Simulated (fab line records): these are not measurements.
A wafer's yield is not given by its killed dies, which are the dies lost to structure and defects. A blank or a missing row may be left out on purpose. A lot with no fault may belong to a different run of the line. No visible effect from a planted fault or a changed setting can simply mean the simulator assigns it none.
Matching of chambers -- flow nand-harc -- NHARC_P_ZERO_WELL_DESCUM_13 on rie-diel-07 has 4 sister chambers
The step chemistry O2, time 3 s. 8 wafers are shown with their chamber, then 12 later ones without.

EACH WAFER AND ITS CHAMBER
wafer,chamber,drypump-motor-current-A (A),rf-vpp-V (V)
L079.6,0,5.1,58.0
L080.5,0,5.1,57.6
L082.5,2,5.4,58.5
L086.5,2,5.4,58.6
L086.6,3,6.3,58.2
L087.1,1,5.4,56.5
L087.3,3,6.3,58.7
L087.5,1,5.3,56.8

WAFERS MISSING THEIR CHAMBER
wafer,drypump-motor-current-A (A),rf-vpp-V (V)
L088.3,5.4,56.8
L088.5,6.3,57.0
L088.6,5.4,58.0
L089.1,6.3,55.9
L089.3,5.4,57.0
L089.6,6.3,56.6
L091.1,6.3,58.5
L091.3,5.4,57.5
L091.4,5.4,56.0
L097.1,6.3,59.2
L097.5,5.4,55.9
L097.6,5.1,59.3

EACH ONE'S CHAMBER
wafer,from the rows above,in truth
L088.3,1,1
L088.5,3,3
L088.6,2,2
L089.1,3,3
L089.3,1,1
L089.6,3,3
L091.1,3,3
L091.3,can't be placed: 1 or 2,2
L091.4,1,1
L097.1,3,3
L097.5,1,1
L097.6,0,0
Correct placement for 11 of the 12. From these rows, 1 cannot be placed; in 1 the true chamber is one of the candidates. Placed wrongly: 0.
How it was worked out, from the rows above alone: a wafer's distance from a chamber is the root of the sum, over the readings, of the square of ((its reading less the chamber's mean) divided by the reading's scatter). The wafer belongs to the nearest chamber; if the next one is less than 2 further off, it can't be placed. The mean given for a chamber averages the wafers shown for that chamber. The scatter: take each reading less its chamber's mean, square it, sum over the shown wafers, divide by the number of wafers less the number of chambers, and take the root.
